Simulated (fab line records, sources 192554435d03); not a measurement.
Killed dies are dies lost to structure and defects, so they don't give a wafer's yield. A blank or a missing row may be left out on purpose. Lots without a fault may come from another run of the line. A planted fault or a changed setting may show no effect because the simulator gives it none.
fab line records | flow n5_finfet
record lots=6 wafers=18 last_day=17
route steps=1938 shown BEOL_M7@1290 PASSIVATION@1936
lots that met no fault: from a run of the same line without faults
start_h: hours from the record's first day to the start of the lot's first wafer shown | wait_h: hours since the lot's step before | " the same as in the row above | L1.1+2: a row that stands for several wafers | - no value, or no start given | * or withheld: withheld | < > ~ a bound
route shown NAME@n: a module of which the file shows steps, and the number in the route of the first | usual: mean/standard deviation of fault-free wafers | same: alike in all rows | chamber/n: place in a boat | sites: the reading at each site | _std_site: their standard deviation | _edge_site: outer sites' mean less inner sites' | radius_mm: how far each site lies from the wafer's centre | mask NAME#n: copy n | behind: the tool/chamber that last shaped the wafer | hold: why the lot was held/for how many hours/how that ended | device: the transistor (n, p or np) that didn't switch | end of line: the same wafers' tests at the end of the route | a step without rows: its recipe alone | killed: dies lost to structure and defects at the first sort, not the wafer's yield | map: a wafer's dies, x killed, . not, _ none there
set.NAME: the setting as run; set.NAME@STEP: as run at that earlier step | model.NAME: the simulator's own value behind a step, which no gauge read
lots at some steps of the route; a table a step, a row a wafer
services: from which hour (start_h, from the record's first day; less than 0 if before it) a tool's chamber was out of use, for how many hours, and why
## steps
# step N5_BEOL_M7_COAT_22
# recipe resist=CAR-EUV spin_rpm=1500 resist_thk_nm=30
# step N5_BEOL_M7_EBR_24
# recipe solvent=PGMEA ebr_width_mm=1.5
# step N5_BEOL_M7_SOFTBAKE_23
# recipe temp_c=110 time_s=60 resist=CAR-EUV
# step N5_BEOL_M7_EXPOSE_25
# recipe mask_id=V6 na=0.33 source_shape=annular sigma_inner=0.4 sigma_outer=0.8 polarization=unpolarized target_cd_nm=40 dose_mj=42.5
# step N5_BEOL_M7_PEB_26
# recipe peb_temp_c=100 peb_time_s=60 resist=CAR-EUV
# step N5_BEOL_M7_DEVELOP_27
# recipe develop_time_s=30 developer=TMAH resist=CAR-EUV rinse_liquid=surfactant_rinse dry=air_spin dev_temp_c=23
# step N5_BEOL_M7_CD_MEAS_28
# recipe target_cd_nm=40 landing_energy_ev=500 detector=se_inlens
# usual cd_nm=39.92/0.26
# columns lot.wafer tool chamber start_h wait_h cd_nm
L554.1 cd_sem-02 0 213.63 - 39.99
L554.2 " 0 " " 39.93
L554.4 " 0 " " 39.96
L556.2 cd_sem-01 0 227.27 - 39.80
L556.3 " 0 " " 39.63
L556.5 " 0 " " 39.85
L560.1 cd_sem-01 0 248.51 - 40.03
L560.4 " 0 " " 39.90
L560.5 " 0 " " 40.36
L568.2 cd_sem-01 0 293.16 - 39.69
L568.3 " 0 " " 39.67
L568.4 " 0 " " 39.81
L570.3 cd_sem-02 0 301.68 - 40.00
L570.5 " 0 " " 39.71
L570.6 " 0 " " 39.36
L572.1 cd_sem-01 0 330.31 - 40.09
L572.4 " 0 " " 39.65
L572.5 " 0 " " 39.90
# step N5_BEOL_M7_OVL_MEAS_29
# recipe points_per_wafer=522
# usual V6_OVL=0.1/0.79
# columns lot.wafer tool chamber start_h wait_h V6_OVL[nm]
L554.1 overlay-01 0 213.66 0.0 1.0
L554.2 " 0 " " -1.2
L554.4 " 0 " " -1.1
L556.2 overlay-01 0 227.30 0.0 0.3
L556.3 " 0 " " 1.9
L556.5 " 0 " " 0.3
L560.1 overlay-02 0 248.54 0.0 -1.0
L560.4 " 0 " " 0.4
L560.5 " 0 " " -0.5
L568.2 overlay-02 0 293.20 0.0 0.3
L568.3 " 0 " " -1.6
L568.4 " 0 " " 0.9
L570.3 overlay-02 0 301.72 0.0 -0.1
L570.5 " 0 " " -0.1
L570.6 " 0 " " -0.9
L572.1 overlay-01 0 330.34 0.0 0.5
L572.4 " 0 " " 1.2
L572.5 " 0 " " 0.7
# step N5_BEOL_M7_INSPECT_30
# recipe mode=adi inspect_instrument=brightfield
# usual raw_defect_count=408/92
# columns lot.wafer tool chamber start_h wait_h raw_defect_count
L554.1 defect_inspect-01 - 213.72 0.1 384
L554.2 " - " " 313
L554.4 " - " " 293
L556.2 defect_inspect-01 - 227.36 0.0 390
L556.3 " - " " 207
L556.5 " - " " 213
L560.1 defect_inspect-02 - 248.60 0.1 376
L560.4 " - " " 442
L560.5 " - " " 289
L568.2 defect_inspect-01 - 293.25 0.0 412
L568.3 " - " " 327
L568.4 " - " " 421
L570.3 defect_inspect-02 - 301.77 0.0 583
L570.5 " - " " 472
L570.6 " - " " 601
L572.1 defect_inspect-01 - 330.40 0.1 334
L572.4 " - " " 386
L572.5 " - " " 244
# step N5_BEOL_M7_DESCUM_33
# recipe chemistry=O2 time_s=7 source_power_w=50 bias_power_w=20 pressure_mtorr=20 rf_frequency_hz=2.712e+07 temp_c=40 resist=CAR-EUV o2_flow_sccm=225
# usual drypump_motor_current_A=5.6/0.51 oes_product_au=0.77/0.074 rf_vpp_V=242.9/1.6 showerhead_plenum_p_Torr=2.08/0.084 throttle_valve_pct=20.44/0.19
# columns lot.wafer tool chamber start_h wait_h drypump_motor_current_A oes_product_au rf_hours_counter_h rf_vpp_V showerhead_plenum_p_Torr throttle_valve_pct
L554.1 rie_diel-03 0 214.16 0.4 5.9 0.74 172 243.5 2.10 20.66
L554.2 " 3 " " 5.4 0.69 241 244.5 2.17 20.57
L554.4 " 2 " " 5.1 0.76 168 241.2 2.01 20.44
L556.2 rie_diel-01 0 227.39 0.0 4.9 0.84 75 244.8 2.12 20.51
L556.3 " 1 " " 5.8 0.84 56 243.1 2.13 20.55
L556.5 " 3 " " 5.4 0.69 - 242.7 1.98 20.41
L560.1 rie_diel-03 2 248.64 0.0 5.0 0.75 179 241.1 2.01 20.45
L560.4 " 2 " " 5.0 0.74 - 241.7 2.01 20.46
L560.5 " 1 " " 6.1 0.86 - 241.8 2.03 20.30
L568.2 rie_diel-01 1 293.28 0.0 5.9 0.81 79 244.5 2.13 20.57
L568.3 " 3 " " 5.3 0.66 238 242.9 1.97 20.44
L568.4 " 2 " " 5.0 0.95 15 243.2 2.04 20.46
L570.3 rie_diel-01 3 301.80 0.0 5.3 0.66 242 240.3 1.97 20.46
L570.5 " 0 " " 4.9 0.82 - 244.3 2.11 20.55
L570.6 " 1 " " 5.8 0.80 - 242.7 2.13 20.61
L572.1 rie_diel-05 3 330.48 0.1 5.8 0.93 1 244.2 2.17 19.99
L572.4 " 1 " " 6.1 0.77 105 245.7 2.19 20.22
L572.5 " 1 " " 6.1 0.78 - 244.0 2.19 20.23
# step N5_BEOL_M7_ETCH_72
# recipe chemistry=N2/H2 target=underlayer target_depth_a=65 mask_material=CAR-EUV time_s=5.2 ion_energy_ev=200 pressure_mtorr=30 source_w=840 bias_w=150 n2_flow_sccm=200 h2_flow_sccm=200 ends=cleared
# usual bias_w=150.0/0.5 drypump_motor_current_A=5.6/0.51 etch_rf_on_time_s=5.19/0.12 oes_product_au=0.66/0.063 rf_vpp_V=523/3.1 showerhead_plenum_p_Torr=2.53/0.1 throttle_valve_pct=17.85/0.24
# columns lot.wafer tool chamber start_h wait_h bias_w drypump_motor_current_A etch_rf_on_time_s oes_product_au rf_hours_counter_h rf_vpp_V showerhead_plenum_p_Torr throttle_valve_pct
L554.1 rie_diel-03 0 214.20 0.0 150.3 6.0 5.35 0.61 172 523 2.54 18.11
L554.2 " 3 " " 149.5 5.4 5.32 0.59 241 524 2.61 17.94
L554.4 " 2 " " 149.7 5.1 5.32 0.64 168 520 2.41 17.61
L556.2 rie_diel-01 0 227.42 0.0 150.1 4.9 5.19 0.73 75 525 2.59 18.08
L556.3 " 1 " " 149.7 5.8 5.08 0.73 56 525 2.58 17.76
L556.5 " 3 " " 150.2 5.4 5.27 0.59 - 520 2.43 17.93
L560.1 rie_diel-03 2 248.67 0.0 149.6 5.1 5.25 0.63 179 520 2.41 17.60
L560.4 " 2 " " 149.4 5.1 5.31 0.63 - 520 2.41 17.63
L560.5 " 1 " " 150.2 6.1 5.31 0.74 - 523 2.50 17.94
L568.2 rie_diel-01 1 293.32 0.0 149.0 5.9 5.00 0.70 79 525 2.57 17.83
L568.3 " 3 " " 150.9 5.3 5.30 0.58 238 518 2.42 17.97
L568.4 " 2 " " 150.2 5.0 5.17 0.81 15 524 2.50 18.03
L570.3 rie_diel-01 3 301.84 0.0 149.8 5.4 5.20 0.57 242 520 2.42 17.99
L570.5 " 0 " " 149.6 4.9 5.11 0.71 - 523 2.58 18.13
L570.6 " 1 " " 149.0 5.9 4.99 0.70 - 527 2.57 17.81
L572.1 rie_diel-05 3 330.52 0.0 149.9 5.8 5.13 0.82 1 526 2.59 17.09
L572.4 " 1 " " 149.5 6.1 5.35 0.67 105 528 2.68 17.70
L572.5 " 1 " " 150.0 6.1 5.28 0.66 - 528 2.68 17.73
# step N5_BEOL_M7_ETCH_65
# recipe chemistry=CF4 target=SiARC target_depth_a=156 mask_material=CAR-EUV time_s=26 ion_energy_ev=80 pressure_mtorr=40 source_w=545 bias_w=36 Ar_flow_sccm=100 cf4_flow_sccm=100 ends=cleared
# usual bias_w=36.02/0.12 drypump_motor_current_A=5.6/0.51 etch_rf_on_time_s=25.9/0.6 oes_product_au=0.66/0.063 rf_vpp_V=183.9/1.4 showerhead_plenum_p_Torr=2.13/0.077 throttle_valve_pct=15.59/0.19
# columns lot.wafer tool chamber start_h wait_h bias_w drypump_motor_current_A etch_rf_on_time_s oes_product_au rf_hours_counter_h rf_vpp_V showerhead_plenum_p_Torr throttle_valve_pct
L554.1 rie_diel-03 0 214.21 0.0 36.24 5.9 26.8 0.61 172 184.8 2.13 15.75
L554.2 " 3 " " 36.06 5.4 26.0 0.60 241 185.3 2.20 15.68
L554.4 " 2 " " 36.09 5.1 25.6 0.65 168 182.1 2.06 15.70
L556.2 rie_diel-01 0 227.44 0.0 36.21 4.9 25.6 0.73 75 183.2 2.15 15.59
L556.3 " 1 " " 35.91 5.8 25.5 0.73 56 184.6 2.17 15.58
L556.5 " 3 " " 36.06 5.3 26.3 0.59 - 182.2 2.04 15.67
L560.1 rie_diel-03 2 248.69 0.0 35.85 5.1 26.3 0.63 179 183.9 2.06 15.73
L560.4 " 2 " " 36.11 5.1 25.9 0.64 - 182.0 2.06 15.73
L560.5 " 1 " " 36.07 6.1 26.6 0.73 - 182.9 2.09 15.44
L568.2 rie_diel-01 1 293.33 0.0 35.88 5.8 24.9 0.71 79 183.5 2.16 15.64
L568.3 " 3 " " 36.24 5.4 26.3 0.58 238 182.9 2.04 15.72
L568.4 " 2 " " 36.06 5.0 25.7 0.81 15 182.9 2.10 15.68
L570.3 rie_diel-01 3 301.85 0.0 36.19 5.4 26.4 0.58 242 183.9 2.04 15.72
L570.5 " 0 " " 35.89 4.9 25.6 0.71 - 185.1 2.15 15.63
L570.6 " 1 " " 36.09 5.8 25.4 0.70 - 183.9 2.16 15.65
L572.1 rie_diel-05 3 330.53 0.0 35.92 5.8 25.2 0.82 1 183.5 2.19 14.99
L572.4 " 1 " " 36.04 6.1 25.9 0.67 105 184.8 2.24 15.45
L572.5 " 1 " " 35.98 6.1 25.9 0.68 - 187.4 2.24 15.46
# step N5_BEOL_M7_ETCH_66
# recipe chemistry=N2/H2 target=SOC target_depth_a=800 overetch_a=160 mask_material=SiARC temp_c=40 time_s=120 ion_energy_ev=200 pressure_mtorr=30 source_w=840 bias_w=150 n2_flow_sccm=200 h2_flow_sccm=200
# usual bias_w=150.0/0.44 drypump_motor_current_A=5.6/0.51 oes_product_au=0.59/0.054 rf_vpp_V=523.5/2.9 showerhead_plenum_p_Torr=2.53/0.1 throttle_valve_pct=17.81/0.24
# columns lot.wafer tool chamber start_h wait_h bias_w drypump_motor_current_A oes_product_au rf_hours_counter_h rf_vpp_V showerhead_plenum_p_Torr throttle_valve_pct model.SiARC_of_BEOL_M7_COAT_64.thk_nm
L554.1 rie_diel-03 0 214.24 0.0 150.0 5.9 0.57 172 524.9 2.54 18.07 6.4
L554.2 " 3 " " 150.0 5.4 0.54 241 526.7 2.61 17.91 6.6
L554.4 " 2 " " 150.0 5.1 0.57 168 521.7 2.41 17.56 6.4
L556.2 rie_diel-01 0 227.47 0.0 149.8 4.9 0.65 75 525.4 2.59 18.03 6.6
L556.3 " 1 " " 150.1 5.8 0.64 56 525.0 2.58 17.74 6.2
L556.5 " 3 " " 149.8 5.3 0.53 - 518.8 2.43 17.89 6.6
L560.1 rie_diel-03 2 248.72 0.0 149.9 5.1 0.57 179 520.4 2.41 17.58 6.4
L560.4 " 2 " " 149.7 5.1 0.57 - 520.9 2.41 17.58 6.4
L560.5 " 1 " " 150.5 6.1 0.66 - 522.1 2.50 17.87 6.4
L568.2 rie_diel-01 1 293.36 0.0 194.3 5.9 0.62 79 618.5 2.57 17.77 4
L568.3 " 3 " " 150.2 5.4 0.52 238 520.3 2.42 17.93 6.6
L568.4 " 2 " " 149.3 5.0 0.73 15 524.3 2.50 18.00 6.4
L570.3 rie_diel-01 3 301.88 0.0 150.1 5.3 0.52 242 519.4 2.42 17.95 6.6
L570.5 " 0 " " 149.6 4.9 0.63 - 524.5 2.58 18.08 6.4
L570.6 " 1 " " 194.0 5.8 0.62 - 618.7 2.57 17.78 4
L572.1 rie_diel-05 3 330.56 0.0 149.9 5.8 0.72 1 525.8 2.59 17.05 6.2
L572.4 " 1 " " 149.0 6.1 0.61 105 527.5 2.68 17.65 6.6
L572.5 " 1 " " 150.0 6.0 0.61 - 525.3 2.68 17.67 6.6
# step N5_BEOL_M7_STRIP_69
# recipe chemistry=N2/H2 temp_c=40 n2_flow_sccm=200 h2_flow_sccm=200 rf_frequency_hz=6e+07
# step N5_PASSIVATION_PROBE_49
# usual defect_limited_yield=91.5/1.5 killed_at_M0_to_M3=32/9.4 killed_at_M4_up=12/5.1 killed_at_contacts=11/7.4 killed_at_front_end=41/11 killed_at_other=3.4/2.5 killed_dies=100/17 killed_open=65/14 killed_short=33/7 sort_bin_5_function=4.9/0.96 sort_bin_6_memory=3.1/0.7 sort_n_pass=1080/17 sort_yield_pct=91.5/1.5
# same gross_dies=1180 killed_at_back_side=0 sort_bin_4_leakage[%]=0 sort_bin_8_speed[%]=0
# columns lot.wafer tool chamber start_h wait_h defect_limited_yield[%] killed_at_M0_to_M3 killed_at_M4_up killed_at_contacts killed_at_front_end killed_at_other killed_dies killed_open killed_short sort_bin_5_function[%] sort_bin_6_memory[%] sort_n_pass sort_yield_pct[%]
L570.3 prober-01 - 385.27 0.1 90.4 41 9 13 44 6 113 65 35 5.2 3.1 1067 90.4
L570.5 prober-01 - 385.37 0.2 89.7 53 19 16 31 3 122 82 39 6.8 3.1 1058 89.7
L570.6 prober-01 - 385.42 0.3 89.2 34 20 13 58 2 127 89 26 6.3 3.5 1053 89.2
# killed by level:class
L570.3 BEOL_M3:geometric_particle:open=17 HKMG_FIN:area_etch=10 FIN_SAQP:geometric_particle:open=8 MOL_CONTACT_COAG:geometric_particle:open=8 BEOL_M0_SAQP:geometric_particle:open=7 DUMMY_GATE:geometric_particle:open=6 PASS1_CAP:geometric_particle:short=5 FIN_SAQP:geometric_particle:short=4
L570.5 MOL_CONTACT_COAG:geometric_particle:open=14 BEOL_M2:geometric_particle:open=12 BEOL_M3:geometric_particle:open=10 BEOL_M0_SAQP:geometric_particle:open=8 FIN_SAQP:geometric_particle:open=6 BEOL_M0_SAQP:geometric_particle:short=6 BEOL_M7:geometric_particle:open=6 BEOL_M3:geometric_particle:short=6
L570.6 FIN_SAQP:geometric_particle:open=10 BEOL_M4:geometric_particle:open=10 HKMG_FIN:area_etch=10 BEOL_M3:geometric_particle:open=9 MOL_CONTACT_COAG:geometric_particle:open=9 BEOL_M0_SAQP:geometric_particle:open=9 DUMMY_GATE:geometric_particle:open=8 STI_FIN_REVEAL:geometric_particle:open=7
## services
# columns tool chamber start_h hours kind
rie_diel-01 3 211.88 14.8 repair
rie_diel-01 2 230.42 - clean
rie_diel-01 2 230.42 - consumable_replace:focus_ring
rie_diel-01 2 230.42 13.2 scheduled_down
rie_diel-01 2 230.42 13.2 vent_cycle
rie_diel-03 3 232.01 2.0 repair
rie_diel-03 3 245.09 - clean
rie_diel-03 3 245.09 - consumable_replace:focus_ring
rie_diel-03 3 245.09 17.9 scheduled_down
rie_diel-03 3 245.09 17.9 vent_cycle
rie_diel-03 3 266.40 4.3 repair
rie_diel-05 3 288.80 4.2 repair
rie_diel-03 0 289.36 5.6 repair
rie_diel-05 3 307.51 - clean
rie_diel-05 3 307.51 - consumable_replace:focus_ring
rie_diel-05 3 307.51 17.0 scheduled_down
rie_diel-05 3 307.51 17.0 vent_cycle
rie_diel-01 1 326.54 5.2 repair
## key
first_sign step=N5_BEOL_M7_ETCH_66 reading=bias_w direction=up sigmas=99+ usual=* struck=*
effect step=N5_BEOL_M7_ETCH_66 reading=rf_vpp_V direction=up sigmas=32 usual=523.5 struck=618.6
model_effect step=N5_BEOL_M7_ETCH_66 value=SiARC_of_BEOL_M7_COAT_64.thk_nm without=6.1 struck=4
met_at N5_BEOL_M7_ETCH_66
struck_wafers L568.2,L570.6
baseline_loss step=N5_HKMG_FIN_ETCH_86 wafers=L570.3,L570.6
onset_between 227.47 293.36
fault kind=process_parameter_drift tool=rie_diel-01 chamber=1 onset_h=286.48 steps=N5_BEOL_M7_ETCH_66 channel=bias_w offset=* shape=step end_h=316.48 acts_in=* stated=*
# baseline_loss: these wafers lose ten dies or more at that step, a loss of the line's own and not of a fault; the sort's usual values leave them out
